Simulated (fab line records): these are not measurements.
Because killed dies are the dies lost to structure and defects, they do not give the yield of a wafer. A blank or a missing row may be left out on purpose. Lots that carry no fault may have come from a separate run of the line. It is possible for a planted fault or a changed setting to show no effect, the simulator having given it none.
Matching of chambers || flow n5-finfet || N5_BEOL_M4_ETCHBACK_99 on rie-diel-04 has 4 sister chambers
The step etches SiO2 in CHF3, target depth 5 nm, time 10.4 s. 30 wafers are shown with their chamber, then 12 later ones without.

## WAFERS WITH THEIR CHAMBER
{"wafer": "L074.2", "chamber": 2, "drypump-motor-current-A (A)": 5.8, "showerhead-plenum-p-Torr (Torr)": 2.19, "throttle-valve-pct (%)": 17.16}
{"wafer": "L074.3", "chamber": 0, "drypump-motor-current-A (A)": 4.8, "showerhead-plenum-p-Torr (Torr)": 2.18, "throttle-valve-pct (%)": 16.84}
{"wafer": "L074.6", "chamber": 1, "drypump-motor-current-A (A)": 5.9, "showerhead-plenum-p-Torr (Torr)": 2.22, "throttle-valve-pct (%)": 16.81}
{"wafer": "L076.1", "chamber": 0, "drypump-motor-current-A (A)": 4.8, "showerhead-plenum-p-Torr (Torr)": 2.18, "throttle-valve-pct (%)": 16.84}
{"wafer": "L076.2", "chamber": 2, "drypump-motor-current-A (A)": 5.8, "showerhead-plenum-p-Torr (Torr)": 2.18, "throttle-valve-pct (%)": 17.19}
{"wafer": "L076.3", "chamber": 3, "drypump-motor-current-A (A)": 5.8, "showerhead-plenum-p-Torr (Torr)": 2.06, "throttle-valve-pct (%)": 17.24}
{"wafer": "L076.4", "chamber": 1, "drypump-motor-current-A (A)": 5.9, "showerhead-plenum-p-Torr (Torr)": 2.22, "throttle-valve-pct (%)": 16.80}
{"wafer": "L076.5", "chamber": 3, "drypump-motor-current-A (A)": 5.8, "showerhead-plenum-p-Torr (Torr)": 2.06, "throttle-valve-pct (%)": 17.25}
{"wafer": "L076.6", "chamber": 2, "drypump-motor-current-A (A)": 5.8, "showerhead-plenum-p-Torr (Torr)": 2.18, "throttle-valve-pct (%)": 17.19}
{"wafer": "L077.1", "chamber": 2, "drypump-motor-current-A (A)": 5.8, "showerhead-plenum-p-Torr (Torr)": 2.18, "throttle-valve-pct (%)": 17.18}
{"wafer": "L077.5", "chamber": 1, "drypump-motor-current-A (A)": 5.9, "showerhead-plenum-p-Torr (Torr)": 2.22, "throttle-valve-pct (%)": 16.83}
{"wafer": "L077.6", "chamber": 2, "drypump-motor-current-A (A)": 5.8, "showerhead-plenum-p-Torr (Torr)": 2.18, "throttle-valve-pct (%)": 17.19}
{"wafer": "L080.3", "chamber": 2, "drypump-motor-current-A (A)": 5.8, "showerhead-plenum-p-Torr (Torr)": 2.18, "throttle-valve-pct (%)": 17.20}
{"wafer": "L080.4", "chamber": 0, "drypump-motor-current-A (A)": 4.7, "showerhead-plenum-p-Torr (Torr)": 2.18, "throttle-valve-pct (%)": 16.88}
{"wafer": "L080.5", "chamber": 1, "drypump-motor-current-A (A)": 5.9, "showerhead-plenum-p-Torr (Torr)": 2.22, "throttle-valve-pct (%)": 16.82}
{"wafer": "L082.1", "chamber": 1, "drypump-motor-current-A (A)": 5.9, "showerhead-plenum-p-Torr (Torr)": 2.22, "throttle-valve-pct (%)": 16.84}
{"wafer": "L082.2", "chamber": 2, "drypump-motor-current-A (A)": 5.8, "showerhead-plenum-p-Torr (Torr)": 2.18, "throttle-valve-pct (%)": 17.20}
{"wafer": "L082.5", "chamber": 2, "drypump-motor-current-A (A)": 5.8, "showerhead-plenum-p-Torr (Torr)": 2.18, "throttle-valve-pct (%)": 17.20}
{"wafer": "L083.3", "chamber": 0, "drypump-motor-current-A (A)": 4.7, "showerhead-plenum-p-Torr (Torr)": 2.18, "throttle-valve-pct (%)": 16.88}
{"wafer": "L083.5", "chamber": 0, "drypump-motor-current-A (A)": 4.7, "showerhead-plenum-p-Torr (Torr)": 2.17, "throttle-valve-pct (%)": 16.88}
{"wafer": "L083.6", "chamber": 3, "drypump-motor-current-A (A)": 5.8, "showerhead-plenum-p-Torr (Torr)": 2.06, "throttle-valve-pct (%)": 17.29}
{"wafer": "L085.3", "chamber": 1, "drypump-motor-current-A (A)": 5.9, "showerhead-plenum-p-Torr (Torr)": 2.21, "throttle-valve-pct (%)": 16.85}
{"wafer": "L085.4", "chamber": 0, "drypump-motor-current-A (A)": 4.7, "showerhead-plenum-p-Torr (Torr)": 2.17, "throttle-valve-pct (%)": 16.88}
{"wafer": "L085.5", "chamber": 1, "drypump-motor-current-A (A)": 5.9, "showerhead-plenum-p-Torr (Torr)": 2.22, "throttle-valve-pct (%)": 16.84}
{"wafer": "L084.1", "chamber": 1, "drypump-motor-current-A (A)": 5.9, "showerhead-plenum-p-Torr (Torr)": 2.21, "throttle-valve-pct (%)": 16.85}
{"wafer": "L084.2", "chamber": 2, "drypump-motor-current-A (A)": 5.8, "showerhead-plenum-p-Torr (Torr)": 2.18, "throttle-valve-pct (%)": 17.20}
{"wafer": "L084.3", "chamber": 0, "drypump-motor-current-A (A)": 4.8, "showerhead-plenum-p-Torr (Torr)": 2.17, "throttle-valve-pct (%)": 16.89}
{"wafer": "L084.4", "chamber": 3, "drypump-motor-current-A (A)": 5.8, "showerhead-plenum-p-Torr (Torr)": 2.06, "throttle-valve-pct (%)": 17.28}
{"wafer": "L084.5", "chamber": 3, "drypump-motor-current-A (A)": 5.8, "showerhead-plenum-p-Torr (Torr)": 2.06, "throttle-valve-pct (%)": 17.30}
{"wafer": "L084.6", "chamber": 0, "drypump-motor-current-A (A)": 4.7, "showerhead-plenum-p-Torr (Torr)": 2.17, "throttle-valve-pct (%)": 16.90}

SIGNATURES (means of the wafers above)
{"reading": "drypump-motor-current-A", "chamber 0": 4.737, "chamber 1": 5.900, "chamber 2": 5.800, "chamber 3": 5.800, "scatter within a chamber": 0.0269}
{"reading": "showerhead-plenum-p-Torr", "chamber 0": 2.1750, "chamber 1": 2.2175, "chamber 2": 2.1811, "chamber 3": 2.0600, "scatter within a chamber": 0.00411}
{"reading": "throttle-valve-pct", "chamber 0": 16.8738, "chamber 1": 16.8300, "chamber 2": 17.1900, "chamber 3": 17.2720, "scatter within a chamber": 0.0195}
Rule: for a wafer and a chamber, the distance is found by dividing, reading by reading, the gap between the wafer's reading and the chamber's mean by the reading's scatter, squaring, summing and taking the root. The wafer belongs to the nearest chamber; if the next one is less than 2 further off, it can't be placed. How the scatter is found: for the shown wafers, subtract from each reading the mean of its chamber, square and add these, divide the total by (wafers less chambers), then take the root.

## WAFERS WHOSE CHAMBER IS MISSING
{"wafer": "L088.1", "drypump-motor-current-A (A)": 5.7, "showerhead-plenum-p-Torr (Torr)": 2.05, "throttle-valve-pct (%)": 17.31}
{"wafer": "L088.4", "drypump-motor-current-A (A)": 5.9, "showerhead-plenum-p-Torr (Torr)": 2.21, "throttle-valve-pct (%)": 16.86}
{"wafer": "L088.6", "drypump-motor-current-A (A)": 4.7, "showerhead-plenum-p-Torr (Torr)": 2.17, "throttle-valve-pct (%)": 16.90}
{"wafer": "L091.2", "drypump-motor-current-A (A)": 5.8, "showerhead-plenum-p-Torr (Torr)": 2.17, "throttle-valve-pct (%)": 17.25}
{"wafer": "L091.4", "drypump-motor-current-A (A)": 4.7, "showerhead-plenum-p-Torr (Torr)": 2.16, "throttle-valve-pct (%)": 16.93}
{"wafer": "L091.6", "drypump-motor-current-A (A)": 5.8, "showerhead-plenum-p-Torr (Torr)": 2.17, "throttle-valve-pct (%)": 17.25}
{"wafer": "L092.4", "drypump-motor-current-A (A)": 4.7, "showerhead-plenum-p-Torr (Torr)": 2.16, "throttle-valve-pct (%)": 16.93}
{"wafer": "L092.5", "drypump-motor-current-A (A)": 5.8, "showerhead-plenum-p-Torr (Torr)": 2.05, "throttle-valve-pct (%)": 17.35}
{"wafer": "L092.6", "drypump-motor-current-A (A)": 4.7, "showerhead-plenum-p-Torr (Torr)": 2.16, "throttle-valve-pct (%)": 16.95}
{"wafer": "L097.1", "drypump-motor-current-A (A)": 5.9, "showerhead-plenum-p-Torr (Torr)": 2.20, "throttle-valve-pct (%)": 16.91}
{"wafer": "L097.2", "drypump-motor-current-A (A)": 5.8, "showerhead-plenum-p-Torr (Torr)": 2.04, "throttle-valve-pct (%)": 17.36}
{"wafer": "L097.3", "drypump-motor-current-A (A)": 4.7, "showerhead-plenum-p-Torr (Torr)": 2.16, "throttle-valve-pct (%)": 16.95}

## THE CHAMBER EACH PASSED THROUGH
{"wafer": "L088.1", "from the rows above": 3, "in truth": 3}
{"wafer": "L088.4", "from the rows above": 1, "in truth": 1}
{"wafer": "L088.6", "from the rows above": 0, "in truth": 0}
{"wafer": "L091.2", "from the rows above": 2, "in truth": 2}
{"wafer": "L091.4", "from the rows above": 0, "in truth": 0}
{"wafer": "L091.6", "from the rows above": 2, "in truth": 2}
{"wafer": "L092.4", "from the rows above": 0, "in truth": 0}
{"wafer": "L092.5", "from the rows above": 3, "in truth": 3}
{"wafer": "L092.6", "from the rows above": 0, "in truth": 0}
{"wafer": "L097.1", "from the rows above": 1, "in truth": 1}
{"wafer": "L097.2", "from the rows above": 3, "in truth": 3}
{"wafer": "L097.3", "from the rows above": 0, "in truth": 0}
Correctly placed: 12 of 12. Left unplaced by these rows: 0. Wrongly placed: 0.
